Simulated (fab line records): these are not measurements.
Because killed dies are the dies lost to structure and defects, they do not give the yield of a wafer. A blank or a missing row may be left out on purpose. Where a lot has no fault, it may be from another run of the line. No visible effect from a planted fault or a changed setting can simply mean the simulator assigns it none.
Chamber matching ; flow nandHarc ; NHARC_P_STI_DESCUM_14 on rieDiel-06: 4 sister chambers
The step chemistry O2, time 3 s. 7 wafers are shown with their chamber, then 7 later ones without.

== WAFERS WITH THEIR CHAMBER ==
wafer;chamber;drypumpMotorCurrentA (A);oesProductAu (a.u.)
L075.1;1;5.8;0.988
L075.2;3;5.2;1.001
L077.1;3;5.3;1.001
L077.3;0;5.3;0.997
L079.5;0;5.3;0.975
L086.1;2;6.0;0.987
L086.5;2;6.0;0.988

== WAFERS WITHOUT THEIR CHAMBER ==
wafer;drypumpMotorCurrentA (A);oesProductAu (a.u.)
L086.6;5.8;0.995
L087.1;5.4;0.993
L087.3;5.8;0.992
L087.6;6.0;0.999
L094.2;5.8;0.996
L094.4;6.0;0.989
L094.6;6.0;0.998

== WHICH CHAMBER EACH WENT THROUGH ==
wafer;from the rows above;in truth
L086.6;1;1
L087.1;can't be placed: 0 or 3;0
L087.3;1;1
L087.6;2;2
L094.2;1;1
L094.4;2;2
L094.6;2;2
Correctly placed: 6 of 7. From these rows, 1 cannot be placed; in 1 the true chamber is one of the candidates. 0 placed wrongly.
How it was worked out, from the rows above alone: a wafer's distance from a chamber is the root of the sum, over the readings, of the square of ((its reading less the chamber's mean) divided by the reading's scatter). The wafer belongs to the nearest chamber; if the next one is less than 2 further off, it can't be placed. Each chamber's mean is taken over the wafers shown for it. The scatter is the square root of a quotient: the sum, over the shown wafers, of each reading's squared deviation from its chamber's mean, divided by wafers minus chambers.
